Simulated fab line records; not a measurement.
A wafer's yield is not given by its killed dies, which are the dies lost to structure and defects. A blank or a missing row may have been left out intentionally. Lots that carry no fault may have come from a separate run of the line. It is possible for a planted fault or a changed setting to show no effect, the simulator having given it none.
Problem report in the 8D (eight disciplines) form, filled by code || flow n5_finfet || the parts of the form that need people (team, actions taken, sign-off) are left out

1. WHAT WENT WRONG
Mean of raw_defect_count at N5_BEOL_M7_INSPECT_13: 810 across 6 wafers in 2 lots; on wafers with no fault it is 388 (standard deviation 82). That puts it +5.1 standard deviations away from the usual mean.
The step: inspects for defects (brightfield).
Seen first at day 11 06:15 on defect_inspect-02, wafer L896.2. At this step, 32 wafers from 11 lots have a number in the record. Rule for "out", or "out of limits": more than 4 standard deviations from the usual mean. The other wafers with a number count as sound.

2. WHAT THIS IS AND IS NOT
{"question": "which readings at this step", "is": "raw_defect_count", "is not": "-"}
{"question": "which lots", "is": "L896, L898", "is not": "L887, L889, L890, L895, L901, L902, L906, L909, L910"}
{"question": "which wafers of those lots", "is": "all that have a number", "is not": "-"}
{"question": "read on which gauges", "is": "defect_inspect-02", "is not": "defect_inspect-01"}
{"question": "when", "is": "from day 11 06:15", "is not": "up to then (11 sound wafers); but 15 sound wafers of L901, L902, L906, L909, L910 came after"}

3. SUSPECTS, AND WHAT RULES EACH OUT
Counting: any tool at a process step up to the reading is kept as a suspect provided that every lot that is out went through it and no sound lot did after the first of them.
- the gauge at N5_BEOL_M7_INSPECT_13: ruled out. All the wafers that are out were read on defect_inspect-02, but those of them that N5_PASSIVATION_PROBE_49 has rows for are out there too, on other tools.
- rtp_anneal-02 at N5_BEOL_M6_ANNEAL_51 (time 90 s): ruled out as a lasting fault. Sound lots L902, L906, L909, L910 ran on it after its first lot that is out, L896 (day 11 01:44).
- pecvd-04 at N5_BEOL_M7_PECVD_70 (deposits SiO2 from TEOS/O2, target thk 20 nm, time 22.7 s): ruled out as a lasting fault. Sound lots L910 ran on it after its first lot that is out, L896 (day 11 03:35).
Left after counting: nothing in the record.

4. THE CAUSE (what the simulator had put in)
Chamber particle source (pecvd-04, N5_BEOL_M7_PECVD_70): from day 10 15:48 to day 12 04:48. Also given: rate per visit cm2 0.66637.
It was ruled out by counting, in error; the rule expects a fault to strike all lots run on its tool from its start on, and this fault did not.

5. THE CHAIN OF EFFECTS, in route order
Each row: a reading whose mean over the struck wafers that have a number lies more than 3 standard deviations from the usual. Only readings for which the record gives a usual standard deviation are gone through. hours: the time from each lot's start at the first step in this table that gives one to its start at this step, as a median over the lots. sigmas: the change in usual standard deviations.
{"hours": 0, "step": "N5_BEOL_M7_INSPECT_13", "reading": "raw_defect_count", "usual": 388, "on struck wafers": 810, "change": "+422", "sigmas": "+5.1"}
{"hours": 92, "step": "N5_PASSIVATION_PROBE_49", "reading": "defect_limited_yield", "usual": "90.9 %", "on struck wafers": 83.2, "change": -7.7, "sigmas": -5.1}
{"hours": 92, "step": "N5_PASSIVATION_PROBE_49", "reading": "killed_at_M4_up", "usual": 13, "on struck wafers": 111, "change": "+98", "sigmas": "+18"}
{"hours": 92, "step": "N5_PASSIVATION_PROBE_49", "reading": "killed_dies", "usual": 108, "on struck wafers": 198, "change": "+90", "sigmas": "+5.0"}
{"hours": 92, "step": "N5_PASSIVATION_PROBE_49", "reading": "sort_bin_5_function", "usual": "5.4 %", "on struck wafers": 11.1, "change": "+5.7", "sigmas": "+5.7"}
{"hours": 92, "step": "N5_PASSIVATION_PROBE_49", "reading": "sort_n_pass", "usual": 1072, "on struck wafers": 982, "change": -90, "sigmas": -5.0}
{"hours": 92, "step": "N5_PASSIVATION_PROBE_49", "reading": "sort_yield_pct", "usual": "90.9 %", "on struck wafers": 83.2, "change": -7.7, "sigmas": -5.1}
The process steps in it:
- N5_PASSIVATION_PROBE_49

6. WHAT WOULD HAVE CAUGHT IT SOONER
14 hours passed between the start of the fault at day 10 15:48 and the first reading out of limits at a measuring or inspecting step in this record, taken at day 11 06:15.
An alarm limit of 4 standard deviations would not have fired on the tool readings at N5_BEOL_M7_PECVD_70 for which the record gives a usual standard deviation, since none of them was out on any struck wafer.
